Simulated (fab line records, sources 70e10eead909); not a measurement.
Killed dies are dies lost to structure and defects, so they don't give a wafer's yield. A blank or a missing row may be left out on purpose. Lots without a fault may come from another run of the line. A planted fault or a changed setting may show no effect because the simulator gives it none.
Which tool did it? | flow nand_harc | 12 lots, 36 wafers sampled, at 5 steps of a route of 1159

WHAT THE GAUGES READ, wafer by wafer
NHARC_END_SORT_01. Usual: killed_at_array 27, standard deviation 9.9; killed_at_other 0.5, standard deviation 0.76; killed_at_periphery 3.4, standard deviation 2.2; killed_dies 31, standard deviation 10; killed_open 3.3, standard deviation 2; killed_short 2.0, standard deviation 1.5.
lot  | measured     | on        | killed_at_array | killed_at_other | killed_at_periphery | killed_dies | killed_open | killed_short | flag
L573 | day 22 13:32 | prober-02 | 676 675 32      | 0 1 0           | 1 1 2               | 677 677 34  | 1 2 2       | 1 3 3        | OFF
L574 | day 23 04:05 | prober-02 | 671 40 674      | 3 1 1           | 3 3 2               | 677 44 677  | 4 5 9       | 3 6 3        | OFF

WHICH TOOL RAN EACH LOT (tool, then ch and the chambers of the sampled wafers, then the start)
lot  | NHARC_A_STAIRCASE_DESCUM_168       | NHARC_A_STAIRCASE_TRIM_16                     | NHARC_A_STAIRCASE_ETCH_23          | NHARC_A_STAIRCASE_STRIP_175
L560 | rie_diel-13 ch 0,1,3, day 11 01:14 | rie_diel-11 ch 0,2,3, day 11 04:43 or earlier | rie_diel-13 ch 0,1,2, day 11 04:43 | plasma_asher-01 ch 0,1, day 11 05:27
L562 | rie_diel-13 ch 1,2, day 11 05:11   | rie_diel-11 ch 0,3, day 11 10:04 or earlier   | rie_diel-01 ch 0,1, day 11 10:04   | plasma_asher-01 ch 0,1, day 11 10:58
L561 | rie_diel-01 ch 1,2,3, day 11 06:19 | rie_diel-01 ch 2,3, day 11 09:46 or earlier   | rie_diel-13 ch 1,2, day 11 09:46   | plasma_asher-01 ch 0,1, day 11 10:25
L563 | rie_diel-01 ch 0,3, day 11 15:19   | rie_diel-01 ch 0,2,3, day 11 18:53 or earlier | rie_diel-11 ch 2,3, day 11 18:53   | plasma_asher-02 ch 0,1, day 11 20:02
L564 | rie_diel-01 ch 0,1, day 12 01:07   | rie_diel-01 ch 0,1,3, day 12 06:49 or earlier | rie_diel-01 ch 0,1,3, day 12 06:49 | plasma_asher-02 ch 0,1, day 12 07:28
L566 | rie_diel-01 ch 1,2,3, day 12 18:15 | rie_diel-11 ch 1,3, day 12 21:55 or earlier   | rie_diel-13 ch 1,2, day 12 21:55   | plasma_asher-02 ch 1, day 12 22:34
L568 | rie_diel-01 ch 0,1,2, day 12 21:16 | rie_diel-11 ch 0,1,3, day 13 01:08 or earlier | rie_diel-11 ch 0,1,3, day 13 01:08 | plasma_asher-01 ch 0,1, day 13 01:49
L569 | rie_diel-11 ch 0,2,3, day 12 21:26 | rie_diel-01 ch 0,2,3, day 13 01:10 or earlier | rie_diel-13 ch 0,2,3, day 13 01:10 | plasma_asher-02 ch 0,1, day 13 01:57
L570 | rie_diel-11 ch 0,1,2, day 13 18:23 | rie_diel-01 ch 0,1,2, day 13 22:14 or earlier | rie_diel-11 ch 1,2,3, day 13 22:14 | plasma_asher-01 ch 0,1, day 13 22:52
L571 | rie_diel-11 ch 0,3, day 14 03:25   | rie_diel-11 ch 0,1,2, day 14 06:50 or earlier | rie_diel-11 ch 0,2,3, day 14 06:50 | plasma_asher-01 ch 0, day 14 07:44
L573 | rie_diel-13 ch 0,1,2, day 14 07:05 | rie_diel-13 ch 0,1,3, day 14 10:45 or earlier | rie_diel-13 ch 0,2,3, day 14 10:45 | plasma_asher-01 ch 0,1, day 14 11:28
L574 | rie_diel-11 ch 1,2, day 14 13:05   | rie_diel-01 ch 1,2,3, day 14 16:37 or earlier | rie_diel-13 ch 2,3, day 14 16:37   | plasma_asher-01 ch 0,1, day 14 17:23
- NHARC_A_STAIRCASE_DESCUM_168: chemistry O2, time 3 s.
- NHARC_A_STAIRCASE_TRIM_16: chemistry O2, time 211.2 s.
- NHARC_A_STAIRCASE_ETCH_23: etches the open film in C4F8/O2, target depth 100 nm, time 40.5 s.
- NHARC_A_STAIRCASE_STRIP_175: strips in O2.

WHAT THE TOOLS THEMSELVES READ (means of the sampled wafers that have a number; where no wafer has one, the mark that the record gives instead)
NHARC_A_STAIRCASE_DESCUM_168. Usual: drypump_motor_current_A 5.7 A, standard deviation 0.33; oes_product_au 1.000 a.u., standard deviation 0.012; rf_vpp_V 57.9 V, standard deviation 0.9; showerhead_plenum_p_Torr 1.93 Torr, standard deviation 0.076; throttle_valve_pct 11.312 %, standard deviation 0.01.
lot  | tool        | drypump_motor_current_A (A) | oes_product_au (a.u.) | rf_vpp_V (V) | showerhead_plenum_p_Torr (Torr) | throttle_valve_pct (%) | flag
L560 | rie_diel-13 | 5.9                         | 1.006                 | 58.3         | 1.96                            | 11.323                 |
L562 | rie_diel-13 | 5.4                         | 1.007                 | 58.4         | 1.95                            | 11.315                 |
L561 | rie_diel-01 | 5.9                         | 1.003                 | 57.8         | 1.93                            | 11.319                 |
L563 | rie_diel-01 | 5.9                         | 0.998                 | 58.4         | 1.95                            | 11.312                 |
L564 | rie_diel-01 | 5.7                         | 0.994                 | 57.6         | 1.85                            | 11.309                 |
L566 | rie_diel-01 | 5.9                         | 0.999                 | 58.6         | 1.92                            | 11.312                 |
L568 | rie_diel-01 | 5.7                         | 0.998                 | 57.2         | 1.92                            | 11.315                 |
L569 | rie_diel-11 | 5.6                         | 0.990                 | 58.4         | 1.95                            | 11.313                 |
L570 | rie_diel-11 | 5.6                         | 1.008                 | 58.0         | 1.91                            | 11.302                 |
L571 | rie_diel-11 | 5.7                         | 0.992                 | 58.7         | 2.00                            | 11.318                 |
L573 | rie_diel-13 | 5.8                         | 1.021                 | 57.5         | 1.97                            | 11.310                 |
L574 | rie_diel-11 | 5.7                         | 0.995                 | 57.0         | 1.85                            | 11.320                 |

NHARC_A_STAIRCASE_TRIM_16. Usual: drypump_motor_current_A 5.7 A, standard deviation 0.38; oes_product_au 1.001 a.u., standard deviation 0.013; rf_vpp_V 57.9 V, standard deviation 0.9; showerhead_plenum_p_Torr 3.57 Torr, standard deviation 0.13; throttle_valve_pct 17.037 %, standard deviation 0.0089.
lot  | tool        | drypump_motor_current_A (A) | oes_product_au (a.u.) | rf_vpp_V (V) | showerhead_plenum_p_Torr (Torr) | throttle_valve_pct (%) | flag
L560 | rie_diel-11 | 5.6                         | 0.996                 | 57.3         | 3.60                            | 17.042                 |
L562 | rie_diel-11 | 5.6                         | 0.994                 | 57.5         | 3.70                            | 17.027                 |
L561 | rie_diel-01 | 5.9                         | 1.008                 | 58.3         | 3.67                            | 17.042                 |
L563 | rie_diel-01 | 5.8                         | 1.001                 | 57.9         | 3.63                            | 17.040                 |
L564 | rie_diel-01 | 5.8                         | 1.002                 | 58.7         | 3.51                            | 17.039                 |
L566 | rie_diel-11 | 5.8                         | 0.990                 | 57.8         | 3.59                            | 17.036                 |
L568 | rie_diel-11 | 5.7                         | 0.996                 | 58.1         | 3.61                            | 17.037                 |
L569 | rie_diel-01 | 5.8                         | 1.001                 | 58.4         | 3.62                            | 17.036                 |
L570 | rie_diel-01 | 5.7                         | 1.004                 | 57.1         | 3.54                            | 17.040                 |
L571 | rie_diel-11 | 5.6                         | 0.995                 | 57.8         | 3.52                            | 17.033                 |
L573 | rie_diel-13 | 5.9                         | 1.006                 | 58.1         | 3.60                            | 17.039                 |
L574 | rie_diel-01 | 5.9                         | 1.004                 | 57.6         | 3.54                            | 17.047                 |

NHARC_A_STAIRCASE_ETCH_23. Usual: oes_product_au 0.947 a.u., standard deviation 0.017; rf_vpp_V 897 V, standard deviation 4.5.
lot  | tool        | oes_product_au (a.u.) | rf_vpp_V (V) | flag
L560 | rie_diel-13 | 0.967                 | 900          |
L562 | rie_diel-01 | 0.950                 | 893          |
L561 | rie_diel-13 | 0.940                 | 898          |
L563 | rie_diel-11 | 0.925                 | 898          |
L564 | rie_diel-01 | 0.957                 | 896          |
L566 | rie_diel-13 | 0.979                 | 898          |
L568 | rie_diel-11 | 0.936                 | 898          |
L569 | rie_diel-13 | 0.969                 | 898          |
L570 | rie_diel-11 | 0.921                 | 895          |
L571 | rie_diel-11 | 0.941                 | 898          |
L573 | rie_diel-13 | 0.838                 | 898          | OFF
L574 | rie_diel-13 | 0.842                 | 894          | OFF

NHARC_A_STAIRCASE_STRIP_175. Usual: drypump_motor_current_A 5.6 A, standard deviation 0.33; heater_power_w 351 W, standard deviation 8.8.
lot  | tool            | drypump_motor_current_A (A) | heater_power_w (W) | flag
L560 | plasma_asher-01 | 5.4                         | 361                |
L562 | plasma_asher-01 | 5.5                         | 365                |
L561 | plasma_asher-01 | 5.5                         | 365                |
L563 | plasma_asher-02 | 5.7                         | 354                |
L564 | plasma_asher-02 | 5.9                         | 353                |
L566 | plasma_asher-02 | 6.1                         | 357                |
L568 | plasma_asher-01 | 5.5                         | 350                |
L569 | plasma_asher-02 | 5.9                         | 353                |
L570 | plasma_asher-01 | 5.5                         | 358                |
L571 | plasma_asher-01 | 5.2                         | 349                |
L573 | plasma_asher-01 | 5.5                         | 353                |
L574 | plasma_asher-01 | 5.4                         | 347                |

THE ANSWER, worked out from the rows above alone
Rule: a lot is off if the mean of its wafers that have a number lies more than 3 standard deviations from the usual mean. A lot without any number at a reading at which 4 lots or more have one is off too. The other lots that the step has rows for count as sound. The gauges are gone through in route order, then the tools' own readings, and for those a lot's mean is taken as printed above. The first step at which some lot is off is used, and at that step the reading that is off furthest; a lot without a number counts as furthest.
Off: L573, L574, at NHARC_END_SORT_01 (killed_at_array). Neither off nor sound, because the step has no rows for them: L560, L562, L561, L563, L564, L566, L568, L569, L570, L571.
A tool fits if, at a process step before that reading, it ran every lot that is off, and no sound lot after the first of them. The gauges at NHARC_END_SORT_01 aren't tried: what is off there is off at NHARC_A_STAIRCASE_ETCH_23 too, on other tools, and a gauge's error can't cause that. NHARC_A_STAIRCASE_TRIM_16 gives no start for some lots, so the hours and the order of its lots are those of NHARC_A_STAIRCASE_ETCH_23. Can't be told from this: 2 tools fit, rie_diel-13 at NHARC_A_STAIRCASE_ETCH_23, plasma_asher-01 at NHARC_A_STAIRCASE_STRIP_175.

WHAT THE SIMULATOR HAD PUT IN
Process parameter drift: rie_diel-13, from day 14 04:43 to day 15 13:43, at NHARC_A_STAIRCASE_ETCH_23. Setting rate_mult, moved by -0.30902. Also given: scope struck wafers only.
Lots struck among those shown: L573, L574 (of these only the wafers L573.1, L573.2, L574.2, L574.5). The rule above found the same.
